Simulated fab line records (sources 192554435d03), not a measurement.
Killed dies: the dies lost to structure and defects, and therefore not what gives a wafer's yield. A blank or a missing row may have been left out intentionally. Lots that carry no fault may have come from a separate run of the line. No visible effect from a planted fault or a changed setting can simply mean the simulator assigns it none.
Matching of chambers    flow n5 finfet    N5_DUMMY_GATE_HM_OPEN_21 on rie diel-01 has 4 sister chambers
The step chemistry CH3F/O2, target SiNx, target depth 120 nm, time 171.4 s. 4 wafers are shown with their chamber, then 10 later ones without.

WAFERS, EACH WITH ITS CHAMBER
wafer   chamber  drypump motor current A (A)
L083.6  0        5.6
L088.5  2        5.7
L091.1  3        6.6
L091.5  1        6.6

WAFERS WITH NO CHAMBER GIVEN
wafer   drypump motor current A (A)
L091.6  5.5
L092.1  5.7
L092.3  6.6
L092.4  6.6
L094.2  5.5
L094.4  5.7
L094.5  6.6
L096.1  6.6
L096.4  6.6
L096.5  6.6

EACH ONE'S CHAMBER
wafer   from the rows above      in truth
L091.6  0                        0
L092.1  2                        2
L092.3  can't be placed: 1 or 3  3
L092.4  can't be placed: 1 or 3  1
L094.2  0                        0
L094.4  2                        2
L094.5  can't be placed: 1 or 3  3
L096.1  can't be placed: 1 or 3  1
L096.4  can't be placed: 1 or 3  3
L096.5  can't be placed: 1 or 3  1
Correctly placed: 4 of 10. Can't be placed from these rows: 6 (the true chamber is among the candidates in 6). Placed wrongly: 0.
How it was worked out, from the rows above alone: a wafer's distance from a chamber is the root of the sum, over the readings, of the square of ((its reading less the chamber's mean) divided by the reading's scatter). The wafer belongs to the nearest chamber; if the next one is less than 2 further off, it can't be placed. Each chamber's mean is taken over the wafers shown for it. The scatter: root of mean squared gap, hidden wafer to nearest shown wafer, with one shown wafer a chamber.
